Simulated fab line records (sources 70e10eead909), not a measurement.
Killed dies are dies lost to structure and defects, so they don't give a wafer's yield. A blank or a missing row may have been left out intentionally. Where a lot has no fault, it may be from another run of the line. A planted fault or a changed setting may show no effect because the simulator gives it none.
Matching of chambers	flow nand_harc	NHARC_A_BONDPAD_STRIP_15 on rie_diel-09: 4 sister chambers
The step strips in O2. 8 wafers are shown with their chamber, then 7 later ones without.

== EACH WAFER AND ITS CHAMBER ==
wafer	chamber	showerhead_plenum_p_Torr (Torr)	drypump_motor_current_A (A)
L371.6	1	3.30	6.1
L374.1	3	3.80	5.6
L374.2	2	3.33	4.7
L373.2	0	3.44	5.2
L373.4	3	3.80	5.6
L373.5	0	3.44	5.2
L375.1	1	3.30	6.0
L375.2	2	3.32	4.7

== WAFERS WHOSE CHAMBER IS MISSING ==
wafer	showerhead_plenum_p_Torr (Torr)	drypump_motor_current_A (A)
L375.3	3.80	5.6
L377.1	3.44	5.2
L377.2	3.80	5.6
L377.5	3.44	5.2
L390.3	3.43	5.2
L390.5	3.43	5.2
L390.6	3.79	5.6

== EACH ONE'S CHAMBER ==
wafer	from the rows above	in truth
L375.3	3	3
L377.1	0	0
L377.2	3	3
L377.5	0	0
L390.3	0	0
L390.5	0	0
L390.6	3	3
Correct placement for 7 of the 7. Can't be placed from these rows: 0. Wrongly placed: 0.
How it was worked out, from the rows above alone: a wafer's distance from a chamber is the root of the sum, over the readings, of the square of ((its reading less the chamber's mean) divided by the reading's scatter). The wafer belongs to the nearest chamber; if the next one is less than 2 further off, it can't be placed. Each chamber's mean is taken over the wafers shown for it. The scatter is the square root of a quotient: the sum, over the shown wafers, of each reading's squared deviation from its chamber's mean, divided by wafers minus chambers.
